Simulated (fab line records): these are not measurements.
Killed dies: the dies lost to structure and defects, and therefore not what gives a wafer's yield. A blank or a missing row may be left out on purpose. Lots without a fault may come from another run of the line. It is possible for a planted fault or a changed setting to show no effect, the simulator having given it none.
Which tool was responsible? || flow n5-finfet || 72 wafers from 24 lots sampled at 3 of the route's 1938 steps

== WHAT EACH GAUGE READ, for each wafer ==
N5_BEOL_M10_INSPECT_58: inspects for defects (darkfield). Usual: 71 for raw-defect-count, sd 26.
{"lot": "L076", "measured": "day 10 09:14", "on": "defect-inspect-01", "raw-defect-count": "44 34 55", "flag": ""}
{"lot": "L074", "measured": "day 10 17:04", "on": "defect-inspect-01", "raw-defect-count": "59 66 62", "flag": ""}
{"lot": "L075", "measured": "day 10 17:11", "on": "defect-inspect-01", "raw-defect-count": "47 88 87", "flag": ""}
{"lot": "L077", "measured": "day 11 10:29", "on": "defect-inspect-01", "raw-defect-count": "67 65 53", "flag": ""}
{"lot": "L078", "measured": "day 11 13:17", "on": "defect-inspect-02", "raw-defect-count": "77 49 95", "flag": ""}
{"lot": "L081", "measured": "day 11 14:35", "on": "defect-inspect-01", "raw-defect-count": "54 74 73", "flag": ""}
{"lot": "L079", "measured": "day 11 18:59", "on": "defect-inspect-01", "raw-defect-count": "72 91 171", "flag": ""}
{"lot": "L080", "measured": "day 11 21:23", "on": "defect-inspect-01", "raw-defect-count": "48 93 89", "flag": ""}
{"lot": "L082", "measured": "day 12 13:12", "on": "defect-inspect-02", "raw-defect-count": "91 88 101", "flag": ""}
{"lot": "L084", "measured": "day 12 20:38", "on": "defect-inspect-02", "raw-defect-count": "54 51 45", "flag": ""}
{"lot": "L083", "measured": "day 12 21:41", "on": "defect-inspect-02", "raw-defect-count": "32 64 55", "flag": ""}
{"lot": "L085", "measured": "day 12 23:57", "on": "defect-inspect-02", "raw-defect-count": "32 47 59", "flag": ""}
{"lot": "L086", "measured": "day 13 02:20", "on": "defect-inspect-02", "raw-defect-count": "66 100 77", "flag": ""}
{"lot": "L087", "measured": "day 13 12:24", "on": "defect-inspect-02", "raw-defect-count": "44 47 50", "flag": ""}
{"lot": "L089", "measured": "day 13 15:57", "on": "defect-inspect-02", "raw-defect-count": "79 52 52", "flag": ""}
{"lot": "L088", "measured": "day 13 19:47", "on": "defect-inspect-02", "raw-defect-count": "79 34 89", "flag": ""}
{"lot": "L090", "measured": "day 13 21:23", "on": "defect-inspect-02", "raw-defect-count": "58 79 53", "flag": ""}
{"lot": "L091", "measured": "day 14 06:39", "on": "defect-inspect-01", "raw-defect-count": "89 120 105", "flag": ""}
{"lot": "L093", "measured": "day 15 02:20", "on": "defect-inspect-02", "raw-defect-count": "43 35 47", "flag": ""}
{"lot": "L092", "measured": "day 15 03:31", "on": "defect-inspect-01", "raw-defect-count": "52 108 82", "flag": ""}
{"lot": "L095", "measured": "day 15 11:48", "on": "defect-inspect-01", "raw-defect-count": "78 57 45", "flag": ""}
{"lot": "L094", "measured": "day 15 12:16", "on": "defect-inspect-02", "raw-defect-count": "72 58 56", "flag": ""}
{"lot": "L096", "measured": "day 15 17:01", "on": "defect-inspect-01", "raw-defect-count": "94 123 114", "flag": ""}
{"lot": "L097", "measured": "day 15 17:40", "on": "defect-inspect-02", "raw-defect-count": "97 119 62", "flag": ""}

N5_BEOL_M11_OVL_MEAS_29. Usual: V10_OVL typically reads -0.8 nm, with standard deviation 0.7.
{"lot": "L076", "measured": "day 10 13:38", "on": "overlay-02", "V10_OVL (nm)": "-0.8 -0.8 -1.6", "flag": ""}
{"lot": "L074", "measured": "day 10 22:37", "on": "overlay-01", "V10_OVL (nm)": "-0.2 -1.1 -0.4", "flag": ""}
{"lot": "L075", "measured": "day 10 20:46", "on": "overlay-01", "V10_OVL (nm)": "0.4 -0.7 -0.3", "flag": ""}
{"lot": "L077", "measured": "day 11 14:52", "on": "overlay-01", "V10_OVL (nm)": "-0.9 -1.1 -0.6", "flag": ""}
{"lot": "L078", "measured": "day 11 17:37", "on": "overlay-02", "V10_OVL (nm)": "-1.3 -1.3 -1.5", "flag": ""}
{"lot": "L081", "measured": "day 11 18:25", "on": "overlay-01", "V10_OVL (nm)": "-1.1 -1.3 -0.7", "flag": ""}
{"lot": "L079", "measured": "day 12 00:26", "on": "overlay-01", "V10_OVL (nm)": "-0.3 -1.2 -0.8", "flag": ""}
{"lot": "L080", "measured": "day 12 02:38", "on": "overlay-01", "V10_OVL (nm)": "-0.2 -1.0 -0.5", "flag": ""}
{"lot": "L082", "measured": "day 12 17:08", "on": "overlay-01", "V10_OVL (nm)": "-3.2 -2.3 -1.5", "flag": ""}
{"lot": "L084", "measured": "day 12 23:58", "on": "overlay-02", "V10_OVL (nm)": "-2.0 -2.1 -0.2", "flag": ""}
{"lot": "L083", "measured": "day 13 00:41", "on": "overlay-01", "V10_OVL (nm)": "-0.9 -0.8 -1.6", "flag": ""}
{"lot": "L085", "measured": "day 13 05:38", "on": "overlay-02", "V10_OVL (nm)": "-0.3 -0.9 0.3", "flag": ""}
{"lot": "L086", "measured": "day 13 09:25", "on": "overlay-02", "V10_OVL (nm)": "-1.1 -1.8 -0.7", "flag": ""}
{"lot": "L087", "measured": "day 13 17:35", "on": "overlay-01", "V10_OVL (nm)": "-0.5 -1.7 -1.2", "flag": ""}
{"lot": "L089", "measured": "day 13 19:33", "on": "overlay-01", "V10_OVL (nm)": "-1.0 -1.1 -1.0", "flag": ""}
{"lot": "L088", "measured": "day 13 22:14", "on": "overlay-02", "V10_OVL (nm)": "-1.1 -1.8 -1.0", "flag": ""}
{"lot": "L090", "measured": "day 14 01:32", "on": "overlay-02", "V10_OVL (nm)": "-0.3 -0.2 -1.2", "flag": ""}
{"lot": "L091", "measured": "day 14 09:37", "on": "overlay-02", "V10_OVL (nm)": "-1.4 -1.1 -0.4", "flag": ""}
{"lot": "L093", "measured": "day 15 05:55", "on": "overlay-01", "V10_OVL (nm)": "-0.4 0.7 -0.1", "flag": ""}
{"lot": "L092", "measured": "day 15 08:28", "on": "overlay-01", "V10_OVL (nm)": "-0.8 -2.5 -0.6", "flag": ""}
{"lot": "L095", "measured": "day 15 15:43", "on": "overlay-02", "V10_OVL (nm)": "-1.9 -1.7 -1.9", "flag": ""}
{"lot": "L094", "measured": "day 15 15:53", "on": "overlay-02", "V10_OVL (nm)": "-0.1 0.5 0.5", "flag": ""}
{"lot": "L096", "measured": "day 15 22:25", "on": "overlay-01", "V10_OVL (nm)": "-0.5 -1.1 -1.0", "flag": ""}
{"lot": "L097", "measured": "day 15 22:55", "on": "overlay-02", "V10_OVL (nm)": "-0.3 -0.5 -0.1", "flag": ""}

== WHICH TOOL RAN EACH LOT (tool, then ch and the chambers of the sampled wafers, then the start) ==
{"lot": "L076", "N5_BEOL_M10_TRENCH_ETCH_37": "rie-diel-04 ch 0,2, day 10 09:14 or earlier"}
{"lot": "L074", "N5_BEOL_M10_TRENCH_ETCH_37": "rie-diel-06 ch 1,2, day 10 17:04 or earlier"}
{"lot": "L075", "N5_BEOL_M10_TRENCH_ETCH_37": "rie-diel-05 ch 0,1, day 10 17:11 or earlier"}
{"lot": "L077", "N5_BEOL_M10_TRENCH_ETCH_37": "rie-diel-06 ch 0,3, day 11 10:29 or earlier"}
{"lot": "L078", "N5_BEOL_M10_TRENCH_ETCH_37": "rie-diel-04 ch 0,2,3, day 11 13:17 or earlier"}
{"lot": "L081", "N5_BEOL_M10_TRENCH_ETCH_37": "rie-diel-06 ch 1,3, day 11 14:35 or earlier"}
{"lot": "L079", "N5_BEOL_M10_TRENCH_ETCH_37": "rie-diel-06 ch 1,2,3, day 11 18:59 or earlier"}
{"lot": "L080", "N5_BEOL_M10_TRENCH_ETCH_37": "rie-diel-04 ch 0,1,3, day 11 21:23 or earlier"}
{"lot": "L082", "N5_BEOL_M10_TRENCH_ETCH_37": "rie-diel-04 ch 0,1,3, day 12 13:12 or earlier"}
{"lot": "L084", "N5_BEOL_M10_TRENCH_ETCH_37": "rie-diel-06 ch 1,2,3, day 12 20:38 or earlier"}
{"lot": "L083", "N5_BEOL_M10_TRENCH_ETCH_37": "rie-diel-05 ch 0,2, day 12 21:41 or earlier"}
{"lot": "L085", "N5_BEOL_M10_TRENCH_ETCH_37": "rie-diel-04 ch 0,1,3, day 12 23:57 or earlier"}
{"lot": "L086", "N5_BEOL_M10_TRENCH_ETCH_37": "rie-diel-06 ch 0,1,2, day 13 02:20 or earlier"}
{"lot": "L087", "N5_BEOL_M10_TRENCH_ETCH_37": "rie-diel-05 ch 0,1, day 13 12:24 or earlier"}
{"lot": "L089", "N5_BEOL_M10_TRENCH_ETCH_37": "rie-diel-06 ch 0,1, day 13 15:57 or earlier"}
{"lot": "L088", "N5_BEOL_M10_TRENCH_ETCH_37": "rie-diel-04 ch 2,3, day 13 19:47 or earlier"}
{"lot": "L090", "N5_BEOL_M10_TRENCH_ETCH_37": "rie-diel-06 ch 2,3, day 13 21:23 or earlier"}
{"lot": "L091", "N5_BEOL_M10_TRENCH_ETCH_37": "rie-diel-05 ch 1,2, day 14 06:39 or earlier"}
{"lot": "L093", "N5_BEOL_M10_TRENCH_ETCH_37": "rie-diel-05 ch 1,2, day 15 02:20 or earlier"}
{"lot": "L092", "N5_BEOL_M10_TRENCH_ETCH_37": "rie-diel-04 ch 0,1, day 15 03:31 or earlier"}
{"lot": "L095", "N5_BEOL_M10_TRENCH_ETCH_37": "rie-diel-06 ch 2,3, day 15 11:48 or earlier"}
{"lot": "L094", "N5_BEOL_M10_TRENCH_ETCH_37": "rie-diel-04 ch 0,1,3, day 15 12:16 or earlier"}
{"lot": "L096", "N5_BEOL_M10_TRENCH_ETCH_37": "rie-diel-06 ch 1,3, day 15 17:01 or earlier"}
{"lot": "L097", "N5_BEOL_M10_TRENCH_ETCH_37": "rie-diel-05 ch 1,2, day 15 17:40 or earlier"}
- N5_BEOL_M10_TRENCH_ETCH_37: etches SiCOH lowk in C4F6/O2, target depth 148.83 nm, time 48 s.

== WHAT THE TOOLS THEMSELVES READ (means of the sampled wafers that have a number; where no wafer has one, the mark that the record gives instead) ==
N5_BEOL_M10_TRENCH_ETCH_37. Usual: drypump-motor-current-A 5.6 A, standard deviation 0.58; mfc-ar-sccm 300.0 sccm, standard deviation 0.9; oes-product-au 0.81 a.u., standard deviation 0.089; rf-vpp-V 675 V, standard deviation 18; showerhead-plenum-p-Torr 2.88 Torr, standard deviation 0.098; throttle-valve-pct 20.93 %, standard deviation 0.25.
{"lot": "L076", "tool": "rie-diel-04", "drypump-motor-current-A (A)": 6.3, "mfc-ar-sccm (sccm)": 301.2, "oes-product-au (a.u.)": 0.80, "rf-vpp-V (V)": 693, "showerhead-plenum-p-Torr (Torr)": 2.88, "throttle-valve-pct (%)": 20.84, "flag": ""}
{"lot": "L074", "tool": "rie-diel-06", "drypump-motor-current-A (A)": 5.0, "mfc-ar-sccm (sccm)": 301.3, "oes-product-au (a.u.)": 0.74, "rf-vpp-V (V)": 673, "showerhead-plenum-p-Torr (Torr)": 2.94, "throttle-valve-pct (%)": 20.90, "flag": ""}
{"lot": "L075", "tool": "rie-diel-05", "drypump-motor-current-A (A)": 5.2, "mfc-ar-sccm (sccm)": 300.3, "oes-product-au (a.u.)": 0.95, "rf-vpp-V (V)": 678, "showerhead-plenum-p-Torr (Torr)": 3.02, "throttle-valve-pct (%)": 20.94, "flag": ""}
{"lot": "L077", "tool": "rie-diel-06", "drypump-motor-current-A (A)": 6.1, "mfc-ar-sccm (sccm)": 299.7, "oes-product-au (a.u.)": 0.90, "rf-vpp-V (V)": 666, "showerhead-plenum-p-Torr (Torr)": 2.80, "throttle-valve-pct (%)": 20.88, "flag": ""}
{"lot": "L078", "tool": "rie-diel-04", "drypump-motor-current-A (A)": 6.2, "mfc-ar-sccm (sccm)": 299.6, "oes-product-au (a.u.)": 0.79, "rf-vpp-V (V)": 689, "showerhead-plenum-p-Torr (Torr)": 2.81, "throttle-valve-pct (%)": 21.00, "flag": ""}
{"lot": "L081", "tool": "rie-diel-06", "drypump-motor-current-A (A)": 5.5, "mfc-ar-sccm (sccm)": 300.3, "oes-product-au (a.u.)": 0.74, "rf-vpp-V (V)": 678, "showerhead-plenum-p-Torr (Torr)": 2.83, "throttle-valve-pct (%)": 20.93, "flag": ""}
{"lot": "L079", "tool": "rie-diel-06", "drypump-motor-current-A (A)": 5.3, "mfc-ar-sccm (sccm)": 300.3, "oes-product-au (a.u.)": 0.74, "rf-vpp-V (V)": 675, "showerhead-plenum-p-Torr (Torr)": 2.88, "throttle-valve-pct (%)": 20.91, "flag": ""}
{"lot": "L080", "tool": "rie-diel-04", "drypump-motor-current-A (A)": 6.3, "mfc-ar-sccm (sccm)": 299.1, "oes-product-au (a.u.)": 0.81, "rf-vpp-V (V)": 676, "showerhead-plenum-p-Torr (Torr)": 2.87, "throttle-valve-pct (%)": 21.21, "flag": ""}
{"lot": "L082", "tool": "rie-diel-04", "drypump-motor-current-A (A)": 6.2, "mfc-ar-sccm (sccm)": 299.8, "oes-product-au (a.u.)": 0.80, "rf-vpp-V (V)": 676, "showerhead-plenum-p-Torr (Torr)": 2.87, "throttle-valve-pct (%)": 21.22, "flag": ""}
{"lot": "L084", "tool": "rie-diel-06", "drypump-motor-current-A (A)": 5.3, "mfc-ar-sccm (sccm)": 299.9, "oes-product-au (a.u.)": 0.73, "rf-vpp-V (V)": 674, "showerhead-plenum-p-Torr (Torr)": 2.88, "throttle-valve-pct (%)": 20.93, "flag": ""}
{"lot": "L083", "tool": "rie-diel-05", "drypump-motor-current-A (A)": 5.0, "mfc-ar-sccm (sccm)": 299.2, "oes-product-au (a.u.)": 0.89, "rf-vpp-V (V)": 674, "showerhead-plenum-p-Torr (Torr)": 2.97, "throttle-valve-pct (%)": 20.81, "flag": ""}
{"lot": "L085", "tool": "rie-diel-04", "drypump-motor-current-A (A)": 6.3, "mfc-ar-sccm (sccm)": 300.2, "oes-product-au (a.u.)": 0.79, "rf-vpp-V (V)": 676, "showerhead-plenum-p-Torr (Torr)": 2.87, "throttle-valve-pct (%)": 21.22, "flag": ""}
{"lot": "L086", "tool": "rie-diel-06", "drypump-motor-current-A (A)": 5.4, "mfc-ar-sccm (sccm)": 300.0, "oes-product-au (a.u.)": 0.78, "rf-vpp-V (V)": 661, "showerhead-plenum-p-Torr (Torr)": 2.86, "throttle-valve-pct (%)": 20.94, "flag": ""}
{"lot": "L087", "tool": "rie-diel-05", "drypump-motor-current-A (A)": 5.0, "mfc-ar-sccm (sccm)": 299.6, "oes-product-au (a.u.)": 0.91, "rf-vpp-V (V)": 680, "showerhead-plenum-p-Torr (Torr)": 3.02, "throttle-valve-pct (%)": 21.00, "flag": ""}
{"lot": "L089", "tool": "rie-diel-06", "drypump-motor-current-A (A)": 5.3, "mfc-ar-sccm (sccm)": 299.1, "oes-product-au (a.u.)": 0.75, "rf-vpp-V (V)": 646, "showerhead-plenum-p-Torr (Torr)": 2.78, "throttle-valve-pct (%)": 20.99, "flag": ""}
{"lot": "L088", "tool": "rie-diel-04", "drypump-motor-current-A (A)": 5.9, "mfc-ar-sccm (sccm)": 300.1, "oes-product-au (a.u.)": 0.83, "rf-vpp-V (V)": 686, "showerhead-plenum-p-Torr (Torr)": 2.75, "throttle-valve-pct (%)": 20.93, "flag": ""}
{"lot": "L090", "tool": "rie-diel-06", "drypump-motor-current-A (A)": 5.4, "mfc-ar-sccm (sccm)": 300.9, "oes-product-au (a.u.)": 0.75, "rf-vpp-V (V)": 690, "showerhead-plenum-p-Torr (Torr)": 2.95, "throttle-valve-pct (%)": 20.90, "flag": ""}
{"lot": "L091", "tool": "rie-diel-05", "drypump-motor-current-A (A)": 5.3, "mfc-ar-sccm (sccm)": 300.5, "oes-product-au (a.u.)": 0.81, "rf-vpp-V (V)": 666, "showerhead-plenum-p-Torr (Torr)": 2.87, "throttle-valve-pct (%)": 20.60, "flag": ""}
{"lot": "L093", "tool": "rie-diel-05", "drypump-motor-current-A (A)": 5.3, "mfc-ar-sccm (sccm)": 300.5, "oes-product-au (a.u.)": 0.84, "rf-vpp-V (V)": 671, "showerhead-plenum-p-Torr (Torr)": 2.93, "throttle-valve-pct (%)": 20.81, "flag": ""}
{"lot": "L092", "tool": "rie-diel-04", "drypump-motor-current-A (A)": 6.2, "mfc-ar-sccm (sccm)": 300.2, "oes-product-au (a.u.)": 0.83, "rf-vpp-V (V)": 665, "showerhead-plenum-p-Torr (Torr)": 2.91, "throttle-valve-pct (%)": 21.20, "flag": ""}
{"lot": "L095", "tool": "rie-diel-06", "drypump-motor-current-A (A)": 5.3, "mfc-ar-sccm (sccm)": 299.6, "oes-product-au (a.u.)": 0.74, "rf-vpp-V (V)": 689, "showerhead-plenum-p-Torr (Torr)": 2.94, "throttle-valve-pct (%)": 20.93, "flag": ""}
{"lot": "L094", "tool": "rie-diel-04", "drypump-motor-current-A (A)": 6.3, "mfc-ar-sccm (sccm)": 299.3, "oes-product-au (a.u.)": 0.76, "rf-vpp-V (V)": 675, "showerhead-plenum-p-Torr (Torr)": 2.86, "throttle-valve-pct (%)": 21.25, "flag": ""}
{"lot": "L096", "tool": "rie-diel-06", "drypump-motor-current-A (A)": 5.1, "mfc-ar-sccm (sccm)": 300.3, "oes-product-au (a.u.)": 0.86, "rf-vpp-V (V)": 660, "showerhead-plenum-p-Torr (Torr)": 2.79, "throttle-valve-pct (%)": 20.79, "flag": ""}
{"lot": "L097", "tool": "rie-diel-05", "drypump-motor-current-A (A)": 5.3, "mfc-ar-sccm (sccm)": 299.9, "oes-product-au (a.u.)": 0.82, "rf-vpp-V (V)": 671, "showerhead-plenum-p-Torr (Torr)": 2.92, "throttle-valve-pct (%)": 20.82, "flag": ""}

== THE ANSWER, worked out from the rows above alone ==
Rule: a lot counts as off when the mean over its wafers that have a number is more than 3 standard deviations away from the usual mean. A lot without any number at a reading at which 4 lots or more have one is off too. The other lots that the step has rows for count as sound. Order of review: gauges by route order, followed by the tools' own readings, for which a lot's mean as printed above is used. The first step at which some lot is off is used, and at that step the reading that is off furthest; a lot without a number counts as furthest.
No lot is off on any of the readings shown, so nothing can be concluded from this.

== WHAT HAD BEEN PUT IN BY THE SIMULATOR ==
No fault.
